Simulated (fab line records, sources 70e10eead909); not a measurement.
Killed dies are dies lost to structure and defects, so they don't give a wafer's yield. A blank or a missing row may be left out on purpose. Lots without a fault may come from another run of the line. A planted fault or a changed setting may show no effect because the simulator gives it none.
Which tool did it? | flow nand_harc | 11 lots, 33 wafers sampled, at 5 steps of a route of 1302

WHAT THE GAUGES READ, wafer by wafer
NHARC_A_ONON_D2_THK_MEAS_34: measures by ellipsometry.
lot  | measured     | on            | thk_nm (nm)
L284 | day 12 19:05 | film_metro-01 | 199.6 200.7 200.0
L285 | day 14 04:05 | film_metro-02 | 201.7 199.2 200.2
L288 | day 14 19:05 | film_metro-01 | 197.5 198.8 200.1
L291 | day 16 07:53 | film_metro-02 | 203.5 203.6 206.1
L292 | day 17 01:32 | film_metro-01 | 200.4 202.9 201.9
L294 | day 17 21:23 | film_metro-02 | 200.3 199.0 204.7
L299 | day 20 07:07 | film_metro-01 | 207.9 211.4 209.0
L302 | day 21 00:38 | film_metro-01 | 208.2 207.1 210.3
L303 | day 21 09:30 | film_metro-02 | 200.1 199.5 201.6
L304 | day 21 17:38 | film_metro-02 | 198.1 196.3 197.9
L306 | day 22 18:19 | film_metro-02 | 194.3 199.4 201.7

WHICH TOOL RAN EACH LOT (tool, then ch and the chambers of the sampled wafers, then the start)
lot  | NHARC_A_CHANNEL_FILL_D1_ETCHBACK_08           | NHARC_A_CHANNEL_FILL_D1_STRIP_29              | NHARC_A_CHANNEL_FILL_D1_CMP_10 | NHARC_A_ONON_D2_DEP_33
L284 | rie_diel-09 ch 0,2, day 10 20:48 or earlier   | rie_diel-09 ch 0,2, day 10 20:48 or earlier   | cmp-04 ch 2,3, day 10 20:48    | pecvd-03 ch 0,2, day 12 18:40
L285 | rie_diel-09 ch 0,1,3, day 11 23:47 or earlier | rie_diel-09 ch 1,2,3, day 11 23:47 or earlier | cmp-02 ch 0,1,2, day 11 23:47  | pecvd-02 ch 0,2, day 14 03:40
L288 | rie_diel-13 ch 0,1,2, day 12 20:54 or earlier | rie_diel-13 ch 1,2, day 12 20:54 or earlier   | cmp-02 ch 1,2,3, day 12 20:54  | pecvd-03 ch 0,1, day 14 18:41
L291 | rie_diel-09 ch 0,1,2, day 14 04:20 or earlier | rie_diel-09 ch 0,2,3, day 14 04:20 or earlier | cmp-04 ch 0,1,2, day 14 04:20  | pecvd-01 ch 0,2, day 16 07:31
L292 | rie_diel-13 ch 2,3, day 14 22:10 or earlier   | rie_diel-13 ch 1,2,3, day 14 22:10 or earlier | cmp-04 ch 0,2,3, day 14 22:10  | pecvd-01 ch 0,1,2, day 17 01:08
L294 | rie_diel-12 ch 1,2,3, day 15 17:59 or earlier | rie_diel-12 ch 0,1,2, day 15 17:59 or earlier | cmp-02 ch 1,2, day 15 17:59    | pecvd-01 ch 1,2, day 17 21:01
L299 | rie_diel-13 ch 1,2,3, day 17 18:08 or earlier | rie_diel-13 ch 2,3, day 17 18:08 or earlier   | cmp-02 ch 1,2,3, day 17 18:08  | pecvd-03 ch 1,2, day 20 06:45
L302 | rie_diel-13 ch 0,3, day 19 01:20 or earlier   | rie_diel-13 ch 0,2,3, day 19 01:20 or earlier | cmp-04 ch 1,2,3, day 19 01:20  | pecvd-03 ch 0,1,2, day 21 00:13
L303 | rie_diel-09 ch 0,1,2, day 19 08:15 or earlier | rie_diel-09 ch 0,1,2, day 19 08:15 or earlier | cmp-04 ch 0,3, day 19 08:15    | pecvd-01 ch 0,1,2, day 21 09:05
L304 | rie_diel-12 ch 0,2,3, day 19 15:48 or earlier | rie_diel-12 ch 1,2,3, day 19 15:48 or earlier | cmp-03 ch 1,2,3, day 19 15:48  | pecvd-02 ch 1,2, day 21 17:08
L306 | rie_diel-13 ch 0,2,3, day 20 18:22 or earlier | rie_diel-13 ch 0,1, day 20 18:22 or earlier   | cmp-02 ch 1,2, day 20 18:22    | pecvd-01 ch 0,1, day 22 17:56
- NHARC_A_CHANNEL_FILL_D1_ETCHBACK_08: etches the open film in C4F8, target depth 220 nm, time 110 s.
- NHARC_A_CHANNEL_FILL_D1_STRIP_29: strips in O2, time 20 s.
- NHARC_A_CHANNEL_FILL_D1_CMP_10: polishes, target thk 150 nm.
- NHARC_A_ONON_D2_DEP_33: deposits SiO2, target thk 200 nm.

THE ANSWER, worked out from the rows above alone
Rule: what is usual is taken from the lots themselves. Put in order of their means at a reading, lots are off if they are a third of the lots or fewer, leave a main group of 4 or more, and stand apart from it by a gap of 3 or more times the standard deviation of the main group's means; of several such gaps the widest counts. A main group whose means are all the same, to the digits that the tables above print for the reading, isn't used. A lot without any number at a reading at which 4 lots or more have one is off too. The other lots that the step has rows for count as sound.
No lot is off at any reading shown: from this, nothing can be told.

WHAT THE SIMULATOR HAD PUT IN
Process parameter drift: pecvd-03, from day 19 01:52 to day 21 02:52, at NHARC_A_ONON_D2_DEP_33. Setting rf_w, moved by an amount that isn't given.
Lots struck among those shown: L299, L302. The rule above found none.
